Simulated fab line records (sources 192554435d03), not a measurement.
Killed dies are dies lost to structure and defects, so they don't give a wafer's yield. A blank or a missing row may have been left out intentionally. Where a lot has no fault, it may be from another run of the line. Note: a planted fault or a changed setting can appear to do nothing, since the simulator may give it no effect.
Comparing a struck lot with a sound one	flow n5 finfet	36 steps out of a route of 1938
Sound: wafers L677.3, L677.4, L677.6. Struck: wafers L684.1, L684.3. (L684.6 of the same lot was not struck and is left out.) The cause comes at the end.
For every step that has rows: the tool of each side, followed by ch and its chambers, followed by its first start. Under that, the readings that differ: sound wafers	struck wafers	difference of the means	sigmas: that difference in standard deviations of wafers without a fault.
alike: words and numbers the same on both sides, and readings whose means are apart by under 2 such deviations; not compared: readings that were withheld, readings missing a value for some wafer, numbers with overlapping values and no deviation given by the record, and bounds like >300 which may hide the same value.
The two part at a step that has a row with sigmas, a row that says differs or no value, or rows on one side only. Numbers that don't overlap but have no deviation are shown without sigmas and don't part them. Lack of a reading on every wafer of one side parts them only where that side has two or more wafers.

first, 9 steps without rows for these wafers: N5_BEOL_M4_ANNEAL_95 (time 240 s); N5_BEOL_M4_SPUTTER_96 (material Cu, target thk 4.5 nm, time 8.29 s); N5_BEOL_M4_ECD_50 (material Cu, target thk 300 nm); N5_BEOL_M4_ANNEAL_51 (time 90 s); N5_BEOL_M4_CMP_52 (polishes, stops on SiOC, t overpolish 6.8 s, target thk 40 nm); N5_BEOL_M4_PRE_CLEAN_60 (time 15 s); N5_BEOL_M4_CO_CAP_55 (material Co, precursor CCTBA/H2, target thk 2 nm, time 102.1 s); N5_BEOL_M4_PRE_CLEAN_56 (time 15 s); N5_BEOL_M4_DEP_57 (deposits SiCN from 3MS/NH3, target thk 8 nm, time 14 s).
N5_BEOL_M4_RC_MEAS_101:
  sound on prober-02 ch 0, day 8 13:30; struck on prober-02 ch 0, day 10 11:11
  alike: DIBL_N, DIBL_P, IOFF_N, IOFF_P, ION_N, ION_P, SS_N, SS_P, VT_N, VT_P
then, 24 steps without rows for these wafers: N5_BEOL_M5_ILD_DEP_00 (deposits SiCOH lowk from DEMS/porogen, target thk 140.64 nm, time 25.9 s); N5_BEOL_M5_CURE_79 (cures SiCOH lowk, time 240 s); N5_BEOL_M5_PECVD_70 (deposits SiO2 from TEOS/O2, target thk 16 nm, time 18 s); N5_BEOL_M5_HM_DEP_02 (deposits TiN, target thk 20 nm); N5_BEOL_M5_COAT_59 (time 60 s, resist thk 60 nm); N5_BEOL_M5_COAT_60 (time 60 s, resist thk 12 nm); N5_BEOL_M5_COAT_71 (time 60 s, resist thk 5 nm); N5_BEOL_M5_COAT_05 (resist thk 30 nm); N5_BEOL_M5_EBR_07; N5_BEOL_M5_SOFTBAKE_06 (time 60 s); N5_BEOL_M5_EXPOSE_08 (exposes mask M5, target cd 28 nm); N5_BEOL_M5_PEB_09 (peb time 60 s); N5_BEOL_M5_DEVELOP_10 (develop time 30 s); N5_BEOL_M5_DESCUM_16 (chemistry O2, time 7 s); N5_BEOL_M5_ETCH_72 (etches underlayer in N2/H2, target depth 6.5 nm, time 5.2 s); N5_BEOL_M5_ETCH_61 (etches SiARC in CF4, target depth 15.6 nm, time 26 s); N5_BEOL_M5_ETCH_62 (etches SOC in N2/H2, target depth 75 nm, overetch 15 nm, time 112.5 s); N5_BEOL_M5_STRIP_63 (strips in N2/H2); N5_BEOL_M5_STRIP_73 (strips in N2/H2); N5_BEOL_M5_STRIP_64 (strips in CF4); N5_BEOL_M5_HM_OPEN_17 (chemistry Cl2/BCl3, target TiN, target depth 20 nm, overetch 6 nm); N5_BEOL_M5_STRIP_19 (strips in O2); N5_BEOL_M5_COAT_65 (time 60 s, resist thk 60 nm); N5_BEOL_M5_COAT_66 (time 60 s, resist thk 12 nm).
-- the record jumps here: 4 days lie between the struck wafers' starts before and after (it left off in module BEOL_M5 and takes up again in module MIM_TOP, whose first step shown is number 1838 of the route) --
N5_MIM_TOP_SPUTTER_03: material TiN, target thk 35 nm, time 89.7 s.
  sound: pvd sputter-01 at day 12 18:52; struck: pvd sputter-01 at day 14 09:41
reading	sound	struck	difference	sigmas
model.TiN_of_MIM_TOP_SPUTTER_03.thk nm (nm)	35 35.4 35.2	57 57.2	+22	
  alike: throttle valve pct
N5_PASSIVATION_PROBE_49:
  rows exist in the record for the struck wafers here (prober-02, day 14 21:06), but not for the sound ones

== WHERE THEY PART ==
Only at N5_PASSIVATION_PROBE_49, within this record.

WHY: whatever the simulator had introduced
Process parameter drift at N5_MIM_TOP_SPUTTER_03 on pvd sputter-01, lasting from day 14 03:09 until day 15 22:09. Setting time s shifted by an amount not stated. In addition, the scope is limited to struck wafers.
